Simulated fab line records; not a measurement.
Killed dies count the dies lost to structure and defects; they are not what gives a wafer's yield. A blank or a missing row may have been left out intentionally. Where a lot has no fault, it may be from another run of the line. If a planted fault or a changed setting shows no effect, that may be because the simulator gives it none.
fab line records ; flow nand_harc
record: lots: 13; wafers: 39; last_day: 24
route steps=1159 shown P_ZERO_WELL@26 P_STI@92 P_GATE@124
lots that met no fault: from a run of the same line without faults
start_h: hours from the record's first day to the start of the lot's first wafer shown ; wait_h: hours from the lot's prior step to this one ; " repeats the value in the row above ; L1.1+2: one row covering several wafers at once ; - value missing, or start not given ; * or withheld: withheld ; < > ~ a bound
route shown NAME@n: NAME is a module with steps in the file, n the number in the route of the first one ; usual: mean/standard deviation taken from wafers without a fault ; same: alike in all rows ; chamber/n: place in a boat ; sites: readings site by site ; _std_site: the values' standard deviation ; _edge_site: the outer-site mean with the inner-site mean subtracted ; radius_mm: for every site, how far away it sits from the centre of the wafer ; mask NAME#n: copy n ; behind: the tool/chamber that last shaped the wafer ; hold: why the lot went on hold/how many hours it stayed there/how the hold came to an end ; device: names the non-switching transistor (n, p or np) ; end of line: tests run on the same wafers once the route is complete ; a step without rows: its recipe alone ; killed: count of dies lost to structure and defects at first sort (not the wafer's yield) ; map: dies across one wafer; x = killed, . = not, _ = none there
set.NAME: the setting the step ran with; set.NAME@STEP: the setting that earlier step ran with ; model.NAME: the simulator's own value behind a step, which no gauge read
the route's steps for a sample of lots (tables are steps, rows are wafers)
services: the hour from which a tool's chamber was out of use, counted from the record's first day as start_h (under 0 if before that day), plus the number of hours and why
== steps ==
step: NHARC_P_ZERO_WELL_EXPOSE_21
recipe: na: 0.6; target_cd_nm: 720; dose_mj: 22.31; mask_id: P_NWELL
usual: focus_offset_nm: -0.1/0.6
lot.wafer;tool;chamber;start_h;wait_h;mask;focus_offset_nm
L635.4;krf_scanner-01;0;14.21;-;P_NWELL#0;1.5
L635.5;krf_scanner-01;0;14.21;-;P_NWELL#0;0.8
L635.6;krf_scanner-01;0;14.21;-;P_NWELL#0;1.5
L636.2;krf_scanner-01;0;20.31;-;P_NWELL#0;-0.6
L636.4;krf_scanner-01;0;20.31;-;P_NWELL#0;0.7
L636.6;krf_scanner-01;0;20.31;-;P_NWELL#0;0.4
L637.1;krf_scanner-04;0;26.43;-;P_NWELL#0;0.3
L637.2;krf_scanner-04;0;26.43;-;P_NWELL#0;0.8
L637.6;krf_scanner-04;0;26.43;-;P_NWELL#0;0.7
L638.1;krf_scanner-04;0;32.30;-;P_NWELL#0;-0.3
L638.2;krf_scanner-04;0;32.30;-;P_NWELL#0;-0.6
L638.5;krf_scanner-04;0;32.30;-;P_NWELL#0;-0.5
L640.1;krf_scanner-04;0;44.35;-;P_NWELL#0;-1.1
L640.3;krf_scanner-04;0;44.35;-;P_NWELL#0;-0.4
L640.6;krf_scanner-04;0;44.35;-;P_NWELL#0;-0.5
L641.2;krf_scanner-02;0;50.43;-;P_NWELL#0;0.1
L641.3;krf_scanner-02;0;50.43;-;P_NWELL#0;-0.3
L641.6;krf_scanner-02;0;50.43;-;P_NWELL#0;0.9
L644.1;krf_scanner-01;0;68.46;-;P_PWELL#0;-0.4
L644.2;krf_scanner-01;0;68.46;-;P_PWELL#0;0.4
L644.5;krf_scanner-01;0;68.46;-;P_PWELL#0;-0.3
L645.3;krf_scanner-02;0;74.44;-;P_NWELL#0;-0.3
L645.5;krf_scanner-02;0;74.44;-;P_NWELL#0;0.2
L645.6;krf_scanner-02;0;74.44;-;P_NWELL#0;-0.2
L649.2;krf_scanner-01;0;98.43;-;P_NWELL#0;-0.7
L649.4;krf_scanner-01;0;98.43;-;P_NWELL#0;0.2
L649.5;krf_scanner-01;0;98.43;-;P_NWELL#0;0.4
L652.4;krf_scanner-02;0;116.53;-;P_NWELL#0;0.4
L652.5;krf_scanner-02;0;116.53;-;P_NWELL#0;0.3
L652.6;krf_scanner-02;0;116.53;-;P_NWELL#0;-0.1
L654.1;krf_scanner-01;0;128.43;-;P_NWELL#0;0.4
L654.3;krf_scanner-01;0;128.43;-;P_NWELL#0;-0.4
L654.4;krf_scanner-01;0;128.43;-;P_NWELL#0;-0.4
L656.1;krf_scanner-04;0;140.49;-;P_NWELL#0;0.6
L656.2;krf_scanner-04;0;140.49;-;P_NWELL#0;-0.6
L656.3;krf_scanner-04;0;140.49;-;P_NWELL#0;0.3
L657.2;krf_scanner-02;0;146.48;-;P_NWELL#0;-0.2
L657.5;krf_scanner-02;0;146.48;-;P_NWELL#0;-0.9
L657.6;krf_scanner-02;0;146.48;-;P_NWELL#0;-0.6
step: NHARC_P_ZERO_WELL_CD_MEAS_24
recipe: target_cd_nm: 720; landing_energy_ev: 500
usual: cd_nm: 719.9/1.2
same: landing_energy_ev: 500
lot.wafer;tool;chamber;start_h;wait_h;cd_nm
L635.4;cd_sem-02;0;14.35;-;719.5
L635.5;cd_sem-02;0;14.35;-;718.7
L635.6;cd_sem-02;0;14.35;-;720.1
L636.2;cd_sem-02;0;20.47;-;721.9
L636.4;cd_sem-02;0;20.47;-;721.4
L636.6;cd_sem-02;0;20.47;-;721.0
L637.1;cd_sem-01;0;26.59;-;719.4
L637.2;cd_sem-01;0;26.59;-;720.9
L637.6;cd_sem-01;0;26.59;-;720.4
L638.1;cd_sem-01;0;32.46;-;720.1
L638.2;cd_sem-01;0;32.46;-;721.2
L638.5;cd_sem-01;0;32.46;-;723.7
L640.1;cd_sem-03;0;44.52;-;719.3
L640.3;cd_sem-03;0;44.52;-;720.5
L640.6;cd_sem-03;0;44.52;-;718.8
L641.2;cd_sem-03;0;50.59;-;720.6
L641.3;cd_sem-03;0;50.59;-;718.9
L641.6;cd_sem-03;0;50.59;-;719.8
L644.1;cd_sem-01;0;68.62;-;-
L644.2;cd_sem-01;0;68.62;-;-
L644.5;cd_sem-01;0;68.62;-;-
L645.3;cd_sem-01;0;74.59;-;719.2
L645.5;cd_sem-01;0;74.59;-;718.2
L645.6;cd_sem-01;0;74.59;-;717.5
L649.2;cd_sem-02;0;98.58;-;720.5
L649.4;cd_sem-02;0;98.58;-;720.1
L649.5;cd_sem-02;0;98.58;-;720.7
L652.4;cd_sem-03;0;116.69;-;720.8
L652.5;cd_sem-03;0;116.69;-;720.6
L652.6;cd_sem-03;0;116.69;-;720.7
L654.1;cd_sem-01;0;128.58;-;719.7
L654.3;cd_sem-01;0;128.58;-;720.2
L654.4;cd_sem-01;0;128.58;-;720.6
L656.1;cd_sem-03;0;140.64;-;719.7
L656.2;cd_sem-03;0;140.64;-;719.4
L656.3;cd_sem-03;0;140.64;-;720.2
L657.2;cd_sem-02;0;146.63;-;722.3
L657.5;cd_sem-02;0;146.63;-;720.8
L657.6;cd_sem-02;0;146.63;-;721.5
step: NHARC_P_ZERO_WELL_DESCUM_54
recipe: time_s: 3; o2_flow_sccm: 200; ar_flow_sccm: 0; bias_power_w: 0; chemistry: O2
usual: drypump_motor_current_A: 5.7/0.37; oes_product_au: 1.002/0.0074; rf_vpp_V: 57.8/0.84; showerhead_plenum_p_Torr: 1.92/0.078; throttle_valve_pct: 11.310/0.0085
lot.wafer;tool;chamber;start_h;wait_h;drypump_motor_current_A;oes_product_au;rf_hours_counter_h;rf_vpp_V;showerhead_plenum_p_Torr;throttle_valve_pct
L635.4;rie_diel-08;1;17.67;-;6.0;0.998;2;56.5;1.93;11.303
L635.6;rie_diel-08;1;17.67;-;5.9;0.993;-;57.7;1.93;11.317
L635.5;rie_diel-08;2;17.67;-;5.8;1.001;-;57.2;2.06;11.309
L636.2;rie_diel-13;3;23.91;-;5.6;0.989;8;57.4;2.03;11.322
L636.4;rie_diel-13;1;23.91;-;5.4;0.999;7;57.5;1.99;11.307
L636.6;rie_diel-13;3;23.91;-;5.7;0.992;-;58.5;2.03;11.311
L637.1;rie_diel-13;2;30.04;-;5.1;1.008;8;57.0;1.82;11.308
L637.2;rie_diel-13;0;30.04;-;5.9;0.997;8;58.7;1.85;11.309
L637.6;rie_diel-13;3;30.04;-;5.6;0.991;-;58.0;2.03;11.314
L638.2;rie_diel-08;2;35.81;-;5.8;0.999;3;59.0;2.06;11.305
L638.1;rie_diel-08;3;35.81;-;5.7;1.000;4;57.5;1.84;11.318
L638.5;rie_diel-08;2;35.81;-;5.8;0.992;-;59.0;2.06;11.308
L640.3;rie_diel-13;3;47.97;-;5.6;1.003;10;57.9;2.03;11.316
L640.1;rie_diel-13;0;47.97;-;5.9;1.003;10;57.3;1.85;11.309
L640.6;rie_diel-13;3;47.97;-;5.6;0.997;-;57.8;2.03;11.302
L641.3;rie_diel-05;3;53.91;-;6.4;1.013;3;56.7;1.93;11.313
L641.2;rie_diel-05;0;53.91;-;6.0;1.012;4;58.7;1.97;11.301
L641.6;rie_diel-05;3;53.91;-;6.4;1.010;-;58.6;1.93;11.314
L644.2;rie_diel-05;0;71.83;-;5.9;0.996;5;59.3;1.97;11.319
L644.1;rie_diel-05;1;71.83;-;5.8;1.003;5;57.5;1.86;11.303
L644.5;rie_diel-05;3;71.83;-;6.4;0.999;-;58.8;1.93;11.319
L645.3;rie_diel-08;1;77.94;-;5.9;0.998;6;58.1;1.93;11.299
L645.6;rie_diel-08;0;77.94;-;5.7;0.996;-;56.3;1.89;11.317
L645.5;rie_diel-08;1;77.94;-;5.9;1.001;-;56.9;1.93;11.307
L649.2;rie_diel-05;3;102.02;-;6.4;0.995;6;56.7;1.93;11.309
L649.4;rie_diel-05;2;102.02;-;5.2;0.998;7;57.4;1.84;11.300
L649.5;rie_diel-05;3;102.02;-;6.4;0.993;-;57.5;1.93;11.309
L652.4;rie_diel-13;1;119.91;-;5.4;1.014;0;57.7;1.99;11.322
L652.6;rie_diel-13;2;119.91;-;5.1;1.008;-;56.9;1.82;11.308
L652.5;rie_diel-13;3;119.91;-;5.6;1.015;-;57.5;2.03;11.308
L654.4;rie_diel-05;3;131.82;-;6.4;1.000;8;56.8;1.93;11.309
L654.3;rie_diel-05;0;131.82;-;6.0;0.997;10;57.6;1.97;11.317
L654.1;rie_diel-05;1;131.82;-;5.8;1.006;9;57.1;1.86;11.306
L656.2;rie_diel-08;2;144.01;-;5.8;1.012;1;58.5;2.06;11.311
L656.1;rie_diel-08;0;144.01;-;5.7;0.999;1;58.5;1.88;11.309
L656.3;rie_diel-08;1;144.01;-;5.9;0.987;1;55.6;1.93;11.298
L657.2;rie_diel-13;1;149.97;-;5.4;1.010;5;58.0;1.99;11.301
L657.6;rie_diel-13;0;149.97;-;5.9;1.007;-;57.9;1.85;11.319
L657.5;rie_diel-13;1;149.97;-;5.3;1.008;-;57.7;1.99;11.304
step: NHARC_P_STI_OCD_MEAS_17
usual: trench_depth_nm: 302/3.1; trench_foot_cd_nm: 157.7/1.9
lot.wafer;tool;chamber;start_h;wait_h;trench_depth_nm;trench_foot_cd_nm
L635.4;ocd-01;-;35.58;0.1;305;158.9
L635.5;ocd-01;-;35.58;0.1;301;158.3
L635.6;ocd-01;-;35.58;0.1;299;161.2
L636.2;ocd-02;-;41.73;0.1;308;155.6
L636.4;ocd-02;-;41.73;0.1;308;153.6
L636.6;ocd-02;-;41.73;0.1;303;157.3
L637.1;ocd-02;-;49.15;0.1;300;155.5
L637.2;ocd-02;-;49.15;0.1;299;157.1
L637.6;ocd-02;-;49.15;0.1;301;158.0
L638.1;ocd-02;-;55.16;0.1;296;154.4
L638.2;ocd-02;-;55.16;0.1;306;156.3
L638.5;ocd-02;-;55.16;0.1;300;157.4
L641.2;ocd-01;-;68.07;0.1;301;157.6
L641.3;ocd-01;-;68.07;0.1;304;157.5
L641.6;ocd-01;-;68.07;0.1;303;158.7
L640.1;ocd-02;-;68.23;0.1;301;159.5
L640.3;ocd-02;-;68.23;0.1;308;157.0
L640.6;ocd-02;-;68.23;0.1;303;158.4
L645.3;ocd-01;-;98.06;0.1;303;156.7
L645.5;ocd-01;-;98.06;0.1;293;157.5
L645.6;ocd-01;-;98.06;0.1;301;155.3
L649.2;ocd-01;-;120.38;0.1;305;154.3
L649.4;ocd-01;-;120.38;0.1;300;157.7
L649.5;ocd-01;-;120.38;0.1;302;156.1
L652.4;ocd-01;-;141.25;0.1;298;160.3
L652.5;ocd-01;-;141.25;0.1;302;158.7
L652.6;ocd-01;-;141.25;0.1;299;155.6
L654.1;ocd-02;-;149.58;0.1;301;155.6
L654.3;ocd-02;-;149.58;0.1;306;155.6
L654.4;ocd-02;-;149.58;0.1;304;155.1
L656.1;ocd-02;-;161.71;0.1;302;156.5
L656.2;ocd-02;-;161.71;0.1;299;157.2
L656.3;ocd-02;-;161.71;0.1;306;157.2
L657.2;ocd-02;-;169.09;0.1;297;156.2
L657.5;ocd-02;-;169.09;0.1;293;158.7
L657.6;ocd-02;-;169.09;0.1;300;156.0
step: NHARC_P_GATE_DESCUM_13
recipe: time_s: 3; o2_flow_sccm: 200; ar_flow_sccm: 0; bias_power_w: 0; chemistry: O2
usual: drypump_motor_current_A: 5.76/0.28; oes_product_au: 1.001/0.0077; rf_vpp_V: 57.9/0.8; showerhead_plenum_p_Torr: 1.97/0.08; throttle_valve_pct: 11.311/0.0093
lot.wafer;tool;chamber;start_h;wait_h;drypump_motor_current_A;oes_product_au;rf_hours_counter_h;rf_vpp_V;showerhead_plenum_p_Torr;throttle_valve_pct
L635.4;rie_diel-03;2;65.07;-;5.75;1.004;8;58.0;1.98;11.313
L635.5;rie_diel-03;1;65.07;-;5.74;1.003;-;59.1;2.07;11.293
L635.6;rie_diel-03;2;65.07;-;5.74;1.008;-;58.5;1.98;11.318
L636.2;rie_diel-07;3;80.65;-;5.72;0.987;8;58.1;1.98;11.307
L636.4;rie_diel-07;1;80.65;-;5.58;0.996;8;57.1;1.82;11.313
L636.6;rie_diel-07;3;80.65;-;5.68;1.006;-;58.8;1.98;11.306
L637.1;rie_diel-10;0;86.81;-;5.32;0.999;17;59.4;2.04;11.312
L637.2;rie_diel-10;1;86.81;-;5.64;0.999;16;58.4;1.92;11.303
L637.6;rie_diel-10;0;86.81;-;5.29;0.989;-;58.4;2.04;11.314
L638.2;rie_diel-10;0;92.98;-;5.32;1.016;18;57.6;2.04;11.320
L638.1;rie_diel-10;1;92.98;-;5.66;1.022;17;57.4;1.92;11.312
L638.5;rie_diel-10;3;92.98;-;5.90;0.999;-;58.2;2.05;11.332
L641.3;rie_diel-10;2;99.55;-;6.08;1.001;16;57.4;1.99;11.319
L641.2;rie_diel-10;3;99.55;-;5.88;0.984;15;58.3;2.05;11.308
L641.6;rie_diel-10;1;99.55;-;5.62;0.996;-;58.9;1.92;11.308
L640.1;rie_diel-07;2;99.69;-;6.03;1.008;13;55.4;1.83;11.321
L640.3;rie_diel-07;0;99.69;-;6.26;0.999;15;57.6;1.79;11.302
L640.6;rie_diel-07;2;99.69;-;6.04;1.010;-;55.5;1.83;11.311
L645.3;rie_diel-10;2;139.70;-;6.09;1.006;21;59.2;1.99;11.307
L645.6;rie_diel-10;1;139.70;-;5.60;1.018;-;58.4;1.92;11.306
L645.5;rie_diel-10;2;139.70;-;6.08;1.005;-;57.0;1.99;11.307
L649.2;rie_diel-10;0;155.23;-;5.32;0.993;27;59.2;2.03;11.318
L649.4;rie_diel-10;1;155.23;-;5.63;1.003;26;57.4;1.92;11.327
L649.5;rie_diel-10;0;155.23;-;5.32;1.002;-;58.6;2.03;11.296
L652.6;rie_diel-07;3;180.04;-;5.69;1.003;-;58.4;1.97;11.322
L652.4;rie_diel-07;0;180.04;-;6.25;1.001;-;58.1;1.78;11.314
L652.5;rie_diel-07;1;180.04;-;5.57;0.995;-;58.5;1.81;11.299
L654.4;rie_diel-10;3;200.34;-;5.90;0.997;4;57.2;2.05;11.299
L654.3;rie_diel-10;1;200.34;-;5.66;0.997;4;57.4;1.91;11.324
L654.1;rie_diel-10;2;200.34;-;6.02;1.007;3;56.3;1.98;11.310
L656.2;rie_diel-10;3;200.49;-;5.90;0.982;4;57.1;2.05;11.315
L656.1;rie_diel-10;1;200.49;-;5.65;0.998;4;57.7;1.91;11.314
L656.3;rie_diel-10;2;200.49;-;6.05;1.005;3;57.7;1.98;11.313
L657.2;rie_diel-10;1;207.79;-;5.61;1.016;6;57.3;1.91;11.323
L657.6;rie_diel-10;2;207.79;-;6.06;1.001;-;57.2;1.98;11.310
L657.5;rie_diel-10;3;207.79;-;5.88;0.998;-;58.8;2.04;11.310
== services ==
tool;chamber;start_h;hours;kind
rie_diel-10;-;-0.46;9.0;pm
krf_scanner-04;-;5.32;1.1;repair
rie_diel-10;2;21.05;2.6;repair
krf_scanner-04;-;37.90;1.5;repair
krf_scanner-02;-;38.00;4.0;pm
rie_diel-10;3;47.92;9.2;repair
krf_scanner-04;-;55.51;0.4;repair
krf_scanner-02;-;60.02;2.6;repair
rie_diel-05;3;60.80;5.5;repair
krf_scanner-02;-;71.01;0.3;repair
krf_scanner-01;-;77.76;0.3;repair
krf_scanner-04;-;80.73;0.3;repair
krf_scanner-01;-;84.00;4.0;pm
krf_scanner-02;-;95.81;1.6;repair
rie_diel-13;-;99.00;9.0;pm
krf_scanner-04;-;102.05;1.1;repair
krf_scanner-01;-;116.77;0.3;repair
krf_scanner-01;-;118.14;0.6;repair
rie_diel-10;-;126.92;0.3;repair
rie_diel-13;3;129.03;8.8;repair
rie_diel-13;2;131.68;11.2;repair
rie_diel-10;-;176.58;9.0;pm
rie_diel-10;0;188.05;8.4;repair
krf_scanner-01;-;194.66;2.3;repair
== key ==
first_sign: step: NHARC_P_ZERO_WELL_EXPOSE_21; reading: mask; direction: changed
effect: step: NHARC_P_ZERO_WELL_CD_MEAS_24; reading: cd_nm; direction: missing
met_at NHARC_P_ZERO_WELL_EXPOSE_21
struck_lots L644
later_rows_left_out L644.1,L644.2,L644.5
sort_left_out L644.1,L644.2,L644.5
tester_left_out L644
not_acting_at NHARC_P_ZERO_WELL_DESCUM_54,NHARC_P_STI_OCD_MEAS_17,NHARC_P_GATE_DESCUM_13
onset_between 20.31 68.46
fault: kind: wrong_mask; tool: any; chamber: -; onset_h: 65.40; steps: NHARC_P_ZERO_WELL_EXPOSE_21; aux_copy: P_PWELL#0; scope: struck_lots_only
tester_left_out: of these lots the tester's yield and bins aren't shown, on N5 and GAA mostly nor the transistor test; their killed dies are dies lost to structure and defects alone, not to doping, threshold or leakage, so they don't give the yield
sort_left_out: the simulated sort isn't trusted on such a fault, so these wafers' sort isn't shown, and their yield isn't known
later_rows_left_out: the simulator's readings of these wafers behind a module that went badly wrong aren't trusted and aren't shown, but for the sort
